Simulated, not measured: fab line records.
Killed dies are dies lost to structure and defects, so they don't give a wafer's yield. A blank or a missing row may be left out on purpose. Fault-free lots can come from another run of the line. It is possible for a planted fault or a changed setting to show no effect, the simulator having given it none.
fab line records	flow n5_finfet
record: lots: 5	wafers: 15	last_day: 18
route steps=1938 shown BEOL_M0@741 BEOL_M1@751 BEOL_M4@1111 PASSIVATION@1936
lots that met no fault: from a run of the same line without faults
start_h: start of the lot's first displayed wafer, in hours after the record's first day	wait_h: how many hours have passed since the lot's step before this one	" as in the row above	L1.1+2: one row covering several wafers at once	- no value present, or no start provided	* or withheld: withheld	< > ~ a bound
route shown NAME@n: names a module that has steps shown in the file, with the first one's number in the route	usual: the fault-free wafers' mean and standard deviation	same: alike in all rows	chamber/n: place in a boat	sites: per-site readings	_std_site: standard deviation of those values	_edge_site: outer sites' mean less inner sites'	radius_mm: how far each site lies from the wafer's centre	mask NAME#n: copy n	behind: tool/chamber where the wafer was last shaped	hold: the reason the lot was held/the length of the hold in hours/how it ended	device: whichever transistor did not switch (one of n, p or np)	end of line: the tests these same wafers got at the end of their route	where a step has no rows: the recipe by itself	killed: not the wafer's yield, but the dies lost to structure and defects at the first sort	map: a wafer's dies, marking killed ones x, the rest . and places with no die _
set.NAME: the setting as run; set.NAME@STEP: as run at that earlier step	model.NAME: the simulator's own value behind a step, which no gauge read
lots at some steps of the route; a table a step, a row a wafer
services: the hour from which a tool's chamber was out of use, counted from the record's first day as start_h (under 0 if before that day), plus the number of hours and why
== steps ==
step: N5_BEOL_M0_ECD_118
recipe: material: Cu	target_thk_a: 3000
step: N5_BEOL_M0_ANNEAL_119
recipe: temp_c: 225	time_s: 90	ambient: N2
step: N5_BEOL_M0_CMP_120
recipe: stop_on: SiOC	t_overpolish_s: 6.9	down_force_psi: 1	platen_rpm: 50	clearing_platen_down_force_psi: 1.5	clearing_platen_rpm: 50	post_cmp_clean: cu_alkaline	clearing_platen_pad_velocity_m_s: 0.99484	pad_velocity_m_s: 0.99484
step: N5_BEOL_M0_PRE_CLEAN_131
recipe: gas: NH3/H2	time_s: 15	temp_c: *	rf_power_w: 300
step: N5_BEOL_M0_CO_CAP_123
recipe: material: Co	target_thk_a: 20	temp_c: 200	precursor: CCTBA/H2	pressure_torr: 30	time_s: 102.1
step: N5_BEOL_M0_PRE_CLEAN_124
recipe: gas: NH3	time_s: 15	temp_c: withheld	rf_power_w: 300
step: N5_BEOL_M0_DEP_125
recipe: material: SiCN	target_thk_a: 80	temp_c: withheld	precursor: 3MS/NH3	pressure_torr: 3	rf_w: 202	time_s: 14
step: N5_BEOL_M1_ILD_DEP_00
recipe: material: SiOC	target_thk_a: 790	temp_c: 350	precursor: DEMS/O2	pressure_torr: 5	rf_w: 500	time_s: 15.3
step: N5_BEOL_M1_PECVD_72
recipe: material: SiO2	target_thk_a: 160	temp_c: 400	precursor: TEOS/O2	pressure_torr: 5.5	rf_w: 450	teos_flow_sccm: 53.8	gas: O2	flow_sccm: 3000	time_s: 18
usual: heater_power_w: 690/80	showerhead_plenum_p_Torr: 8.79/0.044	susceptor_temp_C: 399.98/0.23	throttle_valve_pct: 22.5/1.4
lot.wafer	tool	chamber	start_h	wait_h	heater_power_w	showerhead_plenum_p_Torr	susceptor_temp_C	throttle_valve_pct	model.SiO2_of_BEOL_M1_PECVD_72.thk_nm
L232.1	pecvd-04	1	170.92	0.0	737	8.82	386.19	24.6	17.2
L232.2	"	0	"	"	792	8.81	400.10	21.1	16.2
L232.4	"	1	"	"	735	8.79	386.13	24.2	17.8
L233.3	pecvd-04	2	189.34	0.0	685	8.86	399.55	22.6	15.8
L233.4	"	1	"	"	668	8.78	386.03	24.7	17.8
L233.6	"	0	"	"	667	8.79	399.98	21.5	16.4
L235.1	pecvd-04	2	192.66	0.0	672	8.86	399.86	22.3	15.6
L235.2	"	1	"	"	738	8.79	385.80	24.6	17.6
L235.5	"	2	"	"	672	8.86	399.64	22.3	16
L244.4	pecvd-03	2	254.51	0.1	574	8.75	399.75	20.1	15.8
L244.5	"	0	"	"	503	8.83	399.96	21.3	15.8
L244.6	"	1	"	"	725	8.72	399.71	23.3	16
L246.2	pecvd-04	1	257.28	0.0	705	8.82	399.49	24.7	16
L246.5	"	2	"	"	657	8.87	399.50	22.7	16
L246.6	"	0	"	"	763	8.79	399.79	21.7	16.2
step: N5_BEOL_M1_HM_DEP_02
recipe: material: TiN	target_thk_a: 200	temp_c: 25	chamber_pressure_pa: 0.49996
step: N5_BEOL_M1_COAT_61
recipe: resist: SOC	temp_c: 250	time_s: 60	spin_rpm: 1500	resist_thk_nm: 60
step: N5_BEOL_M1_COAT_62
recipe: resist: SiARC	temp_c: 220	time_s: 60	spin_rpm: 1500	resist_thk_nm: 12
step: N5_BEOL_M1_COAT_73
recipe: resist: underlayer	temp_c: 205	time_s: 60	spin_rpm: 1500	resist_thk_nm: 5
step: N5_BEOL_M1_COAT_05
recipe: resist: CAR-EUV	spin_rpm: 1500	resist_thk_nm: 30
step: N5_BEOL_M1_EBR_07
recipe: solvent: PGMEA	ebr_width_mm: 1.5
step: N5_BEOL_M1_SOFTBAKE_06
recipe: temp_c: 110	time_s: 60	resist: CAR-EUV
step: N5_BEOL_M1_EXPOSE_08
recipe: mask_id: M1	na: 0.33	source_shape: dipole	sigma_inner: 0.369	sigma_outer: 0.767	polarization: unpolarized	dose_mj: 33
step: N5_BEOL_M1_PEB_09
recipe: peb_temp_c: 100	peb_time_s: 60	resist: CAR-EUV
step: N5_BEOL_M1_DEVELOP_10
recipe: develop_time_s: 30	developer: TMAH	resist: CAR-EUV	rinse_liquid: surfactant_rinse	dry: air_spin	dev_temp_c: 23
step: N5_BEOL_M1_DESCUM_16
recipe: chemistry: O2	time_s: 7	source_power_w: 50	bias_power_w: 20	pressure_mtorr: 20	rf_frequency_hz: 2.712e+07	temp_c: 40	resist: CAR-EUV	o2_flow_sccm: 225
step: N5_BEOL_M1_ETCH_74
recipe: chemistry: N2/H2	target: underlayer	target_depth_a: 65	mask_material: CAR-EUV	time_s: 5.2	ion_energy_ev: 200	pressure_mtorr: 30	source_w: 840	bias_w: 150	n2_flow_sccm: 200	h2_flow_sccm: 200	ends: cleared
step: N5_BEOL_M1_ETCH_63
recipe: chemistry: CF4	target: SiARC	target_depth_a: 156	mask_material: CAR-EUV	time_s: 26	ion_energy_ev: 80	pressure_mtorr: 40	source_w: 545	bias_w: 36	Ar_flow_sccm: 100	cf4_flow_sccm: 100	ends: cleared
step: N5_BEOL_M1_ETCH_64
recipe: chemistry: N2/H2	target: SOC	target_depth_a: 750	overetch_a: 150	mask_material: SiARC	temp_c: 40	time_s: 112.5	ion_energy_ev: 200	pressure_mtorr: 30	source_w: 840	bias_w: 150	n2_flow_sccm: 200	h2_flow_sccm: 200
step: N5_BEOL_M1_STRIP_65
recipe: chemistry: N2/H2	temp_c: 40	n2_flow_sccm: 200	h2_flow_sccm: 200	rf_frequency_hz: 6e+07
step: N5_BEOL_M1_STRIP_75
recipe: chemistry: N2/H2	temp_c: 40	n2_flow_sccm: 200	h2_flow_sccm: 200	rf_frequency_hz: 6e+07
step: N5_BEOL_M1_STRIP_66
recipe: chemistry: CF4	resist: SiARC	power_w: 300	bias_power_w: 75	pressure_mtorr: 50	cf4_flow_sccm: 150	rf_frequency_hz: 6e+07
step: N5_BEOL_M1_HM_OPEN_17
recipe: chemistry: Cl2/BCl3	target_depth_a: 200	overetch_a: 60	target: TiN	mask_material: SOC	ion_energy_ev: 150	pressure_mtorr: 10	icp_w: 1000	bias_w: 126	Cl2_flow_sccm: 53.25	bcl3_flow_sccm: 21.75	Ar_flow_sccm: 25
step: N5_BEOL_M1_STRIP_19
recipe: chemistry: O2	power_w: 400	temp_c: 40	pressure_mtorr: 30	rf_frequency_hz: 6e+07	bias_power_w: 0	overash_fraction: 0.2	o2_flow_sccm: 225
step: N5_BEOL_M1_COAT_67
recipe: resist: SOC	temp_c: 250	time_s: 60	spin_rpm: 1500	resist_thk_nm: 60
step: N5_BEOL_M1_COAT_68
recipe: resist: SiARC	temp_c: 220	time_s: 60	spin_rpm: 1500	resist_thk_nm: 12
step: N5_BEOL_M1_COAT_76
recipe: resist: underlayer	temp_c: 205	time_s: 60	spin_rpm: 1500	resist_thk_nm: 5
step: N5_BEOL_M1_COAT_22
recipe: resist: CAR-EUV	spin_rpm: 1500	resist_thk_nm: 30
step: N5_BEOL_M1_EBR_24
recipe: solvent: PGMEA	ebr_width_mm: 1.5
step: N5_BEOL_M1_SOFTBAKE_23
recipe: temp_c: 110	time_s: 60	resist: CAR-EUV
step: N5_BEOL_M1_HM_STRIP_39
recipe: chemistry: peroxide_tin_strip	material: TiN	target_depth_a: 250	temp_c: 50	time_s: 158
lot.wafer	tool	chamber	start_h	wait_h	model.SiO2_of_BEOL_M1_PECVD_72.thk_nm
L232.1	wet_bench-04	7	194.14	0.0	17
L232.2	"	6	"	"	16
L232.4	"	0	"	"	17.6
L233.3	wet_bench-01	1	194.63	0.0	15.6
L233.4	"	2	"	"	17.6
L233.6	"	3	"	"	16.2
L235.1	wet_bench-06	0	202.59	0.0	15.4
L235.2	"	3	"	"	17.4
L235.5	"	6	"	"	15.8
L244.4+5	wet_bench-01	7,3	266.41	0.0	15.6
L244.6	"	2	"	"	15.8
L246.2+5	wet_bench-06	3,2	270.09	0.0	15.8
L246.6	"	0	"	"	16
step: N5_BEOL_M1_CMP_52
recipe: stop_on: SiOC	t_overpolish_s: 6.8	down_force_psi: 1	platen_rpm: 50	clearing_platen_down_force_psi: 1.5	clearing_platen_rpm: 50	post_cmp_clean: cu_alkaline	target_thk_nm: 40	clearing_platen_pad_velocity_m_s: 0.99484	pad_velocity_m_s: 0.99484
usual: barrier_field_endpoint_s: 24.9/0.66	edge_zone_pressure_frac: 1.000/0.0047	motor_current_A: 5.9/0.44	platen_rpm: 50.00/0.033
lot.wafer	tool	chamber	start_h	wait_h	barrier_field_endpoint_s	edge_zone_pressure_frac	motor_current_A	platen_rpm
L232.4	cmp-04	2	197.50	0.1	27.5	1.009	5.9	50.01
L232.1	"	3	"	"	26.2	0.993	6.2	50.01
L232.2	"	1	"	"	25.7	1.001	5.9	49.99
L233.3	cmp-03	2	197.69	0.3	24.4	0.988	5.8	50.00
L233.4	"	3	"	"	27.3	1.004	6.2	50.02
L233.6	"	1	"	"	26.1	1.008	5.5	49.97
L235.2	cmp-03	2	205.97	0.2	27.3	1.004	5.5	50.02
L235.1	"	3	"	"	24.7	1.001	6.2	49.96
L235.5	"	1	"	"	25.2	1.000	5.7	49.97
L244.4	cmp-02	1	270.08	0.2	24.9	0.998	6.8	50.04
L244.5	"	0	"	"	25.0	0.999	6.4	50.03
L244.6	"	1	"	"	25.1	0.997	6.7	50.02
L246.2	cmp-04	2	275.33	0.3	24.3	1.004	6.0	49.91
L246.6	"	3	"	"	24.0	0.994	6.8	49.99
L246.5	"	0	"	"	24.5	0.996	6.2	50.02
step: N5_BEOL_M4_RC_MEAS_101
usual: DIBL_N: 36.4/2.7	DIBL_P: 36/3.2	IOFF_N: 0.16/0.046	IOFF_P: 0.21/0.055	ION_N: 677/15	ION_P: 464/11	SS_N: 71.5/0.79	SS_P: 73.3/0.93	VT_N: 250/4.1	VT_P: -251/4.4
lot.wafer	tool	chamber	start_h	wait_h	DIBL_N[mV/V]	DIBL_P[mV/V]	IOFF_N[nA/um]	IOFF_P[nA/um]	ION_N[uA/um]	ION_P[uA/um]	SS_N[mV/dec]	SS_P[mV/dec]	VT_N[mV]	VT_P[mV]
L232.1	prober-01	0	235.59	0.0	39.1	39	0.19	0.27	699	478	72.6	74.8	247	-248
L232.2	"	0	"	"	35.3	34	0.11	0.17	666	463	71.1	72.3	256	-254
L232.4	"	0	"	"	35.4	33	0.11	0.17	651	456	71.3	72.2	258	-253
L233.3	prober-02	0	238.53	0.3	35.7	34	0.13	0.17	669	457	71.1	72.8	253	-254
L233.4	"	0	"	"	37.1	37	0.18	0.22	701	478	71.4	74.4	245	-251
L233.6	"	0	"	"	37.6	38	0.18	0.22	683	462	71.9	74.0	247	-250
L235.1	prober-02	0	249.36	0.0	31.1	30	0.11	0.14	661	450	69.8	72.1	251	-256
L235.2	"	0	"	"	29.8	29	0.10	0.13	657	454	70.0	71.8	253	-255
L235.5	"	0	"	"	32.4	32	0.12	0.16	666	455	71.2	72.9	253	-255
L244.4	prober-02	0	317.09	0.5	39.8	40	0.23	0.26	692	470	72.3	74.0	245	-246
L244.5	"	0	"	"	37.0	37	0.17	0.21	698	472	71.3	73.3	248	-250
L244.6	"	0	"	"	40.3	42	0.26	0.30	696	471	73.2	74.7	244	-246
L246.2	prober-01	0	319.60	0.2	35.0	35	0.14	0.15	662	449	71.4	72.9	252	-256
L246.5	"	0	"	"	36.2	36	0.15	0.15	667	447	72.0	73.0	251	-257
L246.6	"	0	"	"	29.7	30	0.07	0.10	631	438	70.5	71.5	260	-263
step: N5_PASSIVATION_PROBE_49
usual: defect_limited_yield: 91.1/1.4	killed_at_M0_to_M3: 34/9.7	killed_at_M4_up: 13/5.1	killed_at_contacts: 14/6.3	killed_at_front_end: 40/11	killed_at_other: 3.5/2.7	killed_dies: 105/16	killed_open: 70/12	killed_short: 34/7.8	sort_bin_4_leakage: 0.02/0.13	sort_bin_5_function: 5.2/0.88	sort_bin_6_memory: 3.3/0.7	sort_bin_8_speed: 0.1/0.62	sort_n_pass: 1074/17	sort_yield_pct: 91.0/1.5
same: gross_dies: 1180	killed_at_back_side: 0
lot.wafer	tool	chamber	start_h	wait_h	defect_limited_yield[%]	killed_at_M0_to_M3	killed_at_M4_up	killed_at_contacts	killed_at_front_end	killed_at_other	killed_dies	killed_open	killed_short	sort_bin_4_leakage[%]	sort_bin_5_function[%]	sort_bin_6_memory[%]	sort_bin_8_speed[%]	sort_n_pass	sort_yield_pct[%]
L233.3	prober-01	-	339.42	0.1	91.1	21	28	13	41	2	105	78	26	0	5.4	3.5	0	1075	91.1
L233.4	prober-01	-	339.47	0.2	93.6	22	9	15	23	7	76	54	22	0	3.8	2.3	0	1104	93.6
L233.6	prober-01	-	339.57	0.3	92.6	24	16	8	31	8	87	60	27	0	4.5	2.3	0	1093	92.6
L232.1	prober-01	-	355.45	0.0	90.6	23	7	10	64	7	111	69	41	0	5.4	3.6	0	1069	90.6
L232.2	prober-01	-	355.50	0.1	89.7	32	36	6	37	11	122	76	45	0	6.7	3.4	0	1058	89.7
L232.4	prober-01	-	355.60	0.2	89.3	22	22	14	65	3	126	84	42	0	5.7	4.5	0	1054	89.3
L235.1	prober-01	-	357.41	0.0	90.1	22	15	10	63	7	117	84	33	0	5.5	4.2	0	1063	90.1
L235.2	prober-01	-	357.46	0.1	88.4	49	12	10	60	6	137	87	47	0	7.2	3.9	0	1043	88.4
L235.5	prober-01	-	357.61	0.2	90.4	32	16	22	40	3	113	74	38	0	5.5	3.6	0	1067	90.4
L244.4	prober-01	-	407.66	0.2	91.6	26	16	15	39	3	99	62	34	0.08	4.5	3.4	0	1080	91.5
L244.5	prober-01	-	407.71	0.2	92.7	29	9	19	29	0	86	70	16	0	4.3	2.9	0	1094	92.7
L244.6	prober-01	-	407.76	0.3	89.9	41	20	24	34	0	119	78	41	0	6.4	3.0	0	1061	89.9
L246.2	prober-01	-	429.89	0.1	92.7	36	14	1	34	1	86	59	27	0	4.7	2.3	0	1094	92.7
L246.5	prober-01	-	430.04	0.2	93.6	18	5	3	47	2	75	48	24	0	3.5	2.7	0	1105	93.6
L246.6	prober-01	-	430.09	0.3	90.8	34	17	6	50	2	109	68	32	0	4.6	3.7	2.5	1042	88.3
killed by level:class
L233.3 STI_FIN_REVEAL:geometric_particle:open=14 FIN_SAQP:geometric_particle:open=11 MOL_CONTACT_COAG:geometric_particle:open=10 BEOL_M1:geometric_particle:open=8 BEOL_M4:geometric_particle:open=7 BEOL_M5:geometric_particle:open=5 BEOL_M3:geometric_particle:open=4 BEOL_M7:geometric_particle:open=4
L233.4 MOL_CONTACT_COAG:geometric_particle:open=12 FIN_SAQP:geometric_particle:open=8 BEOL_M0_SAQP:geometric_particle:short=6 FIN_SAQP:geometric_particle:short=5 DUMMY_GATE:geometric_particle:open=4 BEOL_M0_SAQP:geometric_particle:open=4 BEOL_M1:geometric_particle:open=4 BEOL_M2:geometric_particle:open=4
L233.6 STI_FIN_REVEAL:geometric_particle:open=8 MOL_CONTACT_COAG:geometric_particle:open=7 GATE_CUT:geometric_particle:open=6 BEOL_M0_SAQP:geometric_particle:short=6 BEOL_M0_SAQP:geometric_particle:open=5 BEOL_M5:geometric_particle:open=5 FIN_SAQP:geometric_particle:open=4 BEOL_M3:geometric_particle:open=4
L232.1 FIN_SAQP:geometric_particle:open=17 FIN_SAQP:geometric_particle:short=14 STI_FIN_REVEAL:geometric_particle:open=12 MOL_CONTACT_COAG:geometric_particle:open=10 GATE_CUT:geometric_particle:short=7 GATE_CUT:geometric_particle:open=6 BEOL_M2:geometric_particle:open=5 BEOL_M3:geometric_particle:short=5
L232.2 BEOL_M4:geometric_particle:open=17 BEOL_M4:geometric_particle:short=10 STI_FIN_REVEAL:geometric_particle:open=9 BEOL_M1:geometric_particle:open=7 BEOL_M3:geometric_particle:open=7 GATE_CUT:geometric_particle:short=6 MOL_CONTACT_COAG:geometric_particle:open=5 BEOL_M0_SAQP:geometric_particle:open=5
L232.4 STI_FIN_REVEAL:geometric_particle:open=27 MOL_CONTACT_COAG:geometric_particle:open=12 FIN_SAQP:geometric_particle:short=8 BEOL_M4:geometric_particle:open=8 BEOL_M3:geometric_particle:open=7 GATE_CUT:geometric_particle:short=6 FIN_SAQP:geometric_particle:open=5 STI_FIN_REVEAL:geometric_particle:short=4
L235.1 FIN_SAQP:geometric_particle:open=19 STI_FIN_REVEAL:geometric_particle:open=19 FIN_SAQP:geometric_particle:short=9 MOL_CONTACT_COAG:geometric_particle:open=9 BEOL_M1:geometric_particle:open=8 BEOL_M0_SAQP:geometric_particle:open=6 BEOL_M4:geometric_particle:open=6 STARTING-WAFER:geometric_particle:open=5
L235.2 FIN_SAQP:geometric_particle:open=13 STI_FIN_REVEAL:geometric_particle:open=13 BEOL_M1:geometric_particle:open=13 BEOL_M2:geometric_particle:open=10 MOL_CONTACT_COAG:geometric_particle:open=8 FIN_SAQP:geometric_particle:short=7 GATE_CUT:geometric_particle:short=7 BEOL_M1:geometric_particle:short=7
L235.5 MOL_CONTACT_COAG:geometric_particle:open=19 FIN_SAQP:geometric_particle:short=13 BEOL_M0_SAQP:geometric_particle:open=12 BEOL_M0_SAQP:geometric_particle:short=11 FIN_SAQP:geometric_particle:open=7 STI_FIN_REVEAL:geometric_particle:open=7 BEOL_M4:geometric_particle:open=7 BEOL_M0:geometric_particle:open=4
L244.4 MOL_CONTACT_COAG:geometric_particle:open=14 BEOL_M0_SAQP:geometric_particle:open=9 BEOL_M4:geometric_particle:open=9 SPACER0:geometric_particle:open=5 GATE_CUT:geometric_particle:short=5 BEOL_M0_SAQP:geometric_particle:short=5 FIN_SAQP:geometric_particle:short=4 DUMMY_GATE:geometric_particle:open=4
L244.5 MOL_CONTACT_COAG:geometric_particle:open=18 FIN_SAQP:geometric_particle:open=12 BEOL_M0_SAQP:geometric_particle:open=10 BEOL_M0_SAQP:geometric_particle:short=6 DUMMY_GATE:geometric_particle:open=4 BEOL_M2:geometric_particle:open=4 BEOL_M1:geometric_particle:open=3 BEOL_M4:geometric_particle:open=3
L244.6 MOL_CONTACT_COAG:geometric_particle:open=17 BEOL_M4:geometric_particle:open=15 BEOL_M0_SAQP:geometric_particle:short=9 BEOL_M2:geometric_particle:open=8 FIN_SAQP:geometric_particle:open=7 MOL_CONTACT_COAG:geometric_particle:short=7 BEOL_M3:geometric_particle:open=6 BEOL_M3:geometric_particle:short=5
L246.2 BEOL_M2:geometric_particle:open=13 STI_FIN_REVEAL:geometric_particle:open=10 GATE_CUT:geometric_particle:short=7 BEOL_M0:geometric_particle:open=5 BEOL_M1:geometric_particle:open=5 BEOL_M4:geometric_particle:open=5 BEOL_M0_SAQP:geometric_particle:short=4 FIN_SAQP:geometric_particle:open=3
L246.5 FIN_SAQP:geometric_particle:open=12 FIN_SAQP:geometric_particle:short=11 STI_FIN_REVEAL:geometric_particle:open=8 DUMMY_GATE:geometric_particle:open=6 BEOL_M2:geometric_particle:open=5 BEOL_M1:geometric_particle:open=5 STARTING-WAFER:geometric_particle:short=4 BEOL_M4:geometric_particle:open=3
L246.6 FIN_SAQP:geometric_particle:open=10 FIN_SAQP:geometric_particle:short=8 BEOL_M1:geometric_particle:open=8 HKMG_FIN:area_etch=8 BEOL_M3:geometric_particle:open=7 BEOL_M4:geometric_particle:open=7 BEOL_M2:geometric_particle:open=6 STI_FIN_REVEAL:geometric_particle:open=5
== services ==
tool	chamber	start_h	hours	kind
cmp-04	-	147.72	1.7	repair
cmp-02	-	160.85	1.0	repair
cmp-03	-	161.57	1.2	repair
cmp-02	-	170.68	1.6	repair
pecvd-04	0	182.03	5.5	scheduled_down
pecvd-03	-	183.37	1.1	repair
cmp-02	-	201.76	0.5	repair
pecvd-03	2	202.38	-	clean
pecvd-03	2	202.38	-	consumable_replace:showerhead
pecvd-03	2	202.38	29.0	scheduled_down
pecvd-03	2	202.38	29.0	vent_cycle
cmp-04	-	203.16	1.2	repair
wet_bench-01	-	214.47	0.9	repair
pecvd-03	0	225.32	16.5	scheduled_down
cmp-03	-	236.80	5.6	repair
wet_bench-01	-	240.48	1.9	pm
cmp-02	-	261.13	7.5	pm
pecvd-03	2	264.01	2.1	scheduled_down
== key ==
first_sign: step: N5_BEOL_M1_PECVD_72	reading: susceptor_temp_C	direction: down	sigmas: 61	usual: *	struck: *
effect: step: N5_BEOL_M1_CMP_52	reading: barrier_field_endpoint_s	direction: up	sigmas: 3.3	usual: 24.9	struck: 27.1
model_effect: step: N5_BEOL_M1_PECVD_72	value: SiO2_of_BEOL_M1_PECVD_72.thk_nm	without: 16.2	struck: 17.6
model_effect: step: N5_BEOL_M1_HM_STRIP_39	value: SiO2_of_BEOL_M1_PECVD_72.thk_nm	without: 16	struck: 17.4
met_at N5_BEOL_M1_PECVD_72
struck_wafers L232.1,L232.4,L233.4,L235.2
fault: kind: process_parameter_drift	tool: pecvd-04	chamber: 1	onset_h: 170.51	steps: N5_BEOL_M1_PECVD_72	channel: temp_c	offset: *	shape: step	end_h: 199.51	acts_in: *	stated: *
